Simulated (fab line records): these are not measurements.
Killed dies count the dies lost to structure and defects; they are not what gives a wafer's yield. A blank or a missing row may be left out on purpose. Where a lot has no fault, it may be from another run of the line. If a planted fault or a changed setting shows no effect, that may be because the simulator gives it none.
Comparing a struck lot with a sound one :: flow nand harc :: 14 out of 1159 route steps
Sound: wafers L399.4, L399.5, L399.6. Wafers L404.3, L404.4, L404.5 were the ones struck. The cause is named last.
Order at every step that has rows: each side's tool, ch and its chambers, its first start. Under that, the readings that differ: sound wafers :: struck wafers :: difference of the means :: sigmas: that difference in standard deviations of wafers without a fault.
alike: words and numbers the same on both sides, and readings whose means are apart by under 2 such deviations; not compared: readings that were withheld, readings missing a value for some wafer, numbers with overlapping values and no deviation given by the record, and bounds like >300 which may hide the same value.
The two part at a step that has a row with sigmas, a row that says differs or no value, or rows on one side only. Numbers that don't overlap but have no deviation are shown without sigmas and don't part them. Lack of a reading on every wafer of one side parts them only where that side has two or more wafers.

first, 7 steps without rows for these wafers: NHARC_A_ZERO_WELL_COAT_18 (time 65 s); NHARC_A_ZERO_WELL_COAT_04 (resist thk 600 nm); NHARC_A_ZERO_WELL_SOFTBAKE_05 (time 70 s); NHARC_A_ZERO_WELL_EBR_06; NHARC_A_ZERO_WELL_EXPOSE_07 (exposes mask A ZERO); NHARC_A_ZERO_WELL_PEB_08 (peb time 80 s); NHARC_A_ZERO_WELL_DEVELOP_09 (time 50 s).
NHARC_A_ZERO_WELL_CD_MEAS_10: target cd 2000 nm.
  sound on cd sem-01 ch 0, day 7 21:43; struck on cd sem-02 ch 0, day 8 23:30
  alike: cd nm
then, 1 step without rows for these wafers: NHARC_A_ZERO_WELL_HARDBAKE_11 (time 65 s).
NHARC_A_ZERO_WELL_DESCUM_12: chemistry O2, time 3 s.
  sound on rie diel-09 ch 1,2,3, day 7 21:53; struck on rie diel-06 ch 0,1,3, day 8 23:39
reading: oes product au (a.u.)
sound: 0.984 0.988 0.983
struck: 0.997 1.009 0.997
difference: +0.016
sigmas: +2
  alike: drypump motor current A, rf vpp V, showerhead plenum p Torr, throttle valve pct
  not compared: rf hours counter h
NHARC_A_ZERO_WELL_ETCH_19: etches the open film in N2/H2, target depth 80 nm, overetch 24 nm, time 87.88 s.
  sound on rie diel-09 ch 1,2, day 7 21:56; struck on rie diel-06 ch 2,3, day 8 23:45
  alike: drypump motor current A, oes product au, rf vpp V, showerhead plenum p Torr, throttle valve pct
  not compared: rf hours counter h
NHARC_A_ZERO_WELL_ETCH_13: etches the open film in HBr/Cl2, target depth 120 nm, time 40.1 s.
  sound on rie si-05 ch 0,2,3, day 7 22:05; struck on rie si-04 ch 0,1,3, day 8 23:53
  alike: drypump motor current A, oes product au, throttle valve pct
  not compared: rf hours counter h
NHARC_A_ZERO_WELL_STRIP_14: strips in SPM, time 900 s.
  sound on wet bench-09 ch 1,2,6, day 7 22:13; struck on wet bench-03 ch 2,3,4, day 9 00:01
  no value came back on the struck wafers for bath guard temp C (C), bath heat duty pct (%); on the sound wafers bath guard temp C (C) reads 131.1 129.7 129.9
-- record jumps: 12 days between struck wafers' starts before vs after; left off in module A_ZERO_WELL, resumes in module END, first step shown is number 1159 of the route --
NHARC_END_SORT_01:
  the record has rows for the struck wafers here (prober-02 ch 0, day 21 10:42) and none for the sound ones

## WHERE THEY PART
At NHARC_A_ZERO_WELL_DESCUM_12 first; at NHARC_END_SORT_01 last (within this record only).

WHY: whatever the simulator had introduced
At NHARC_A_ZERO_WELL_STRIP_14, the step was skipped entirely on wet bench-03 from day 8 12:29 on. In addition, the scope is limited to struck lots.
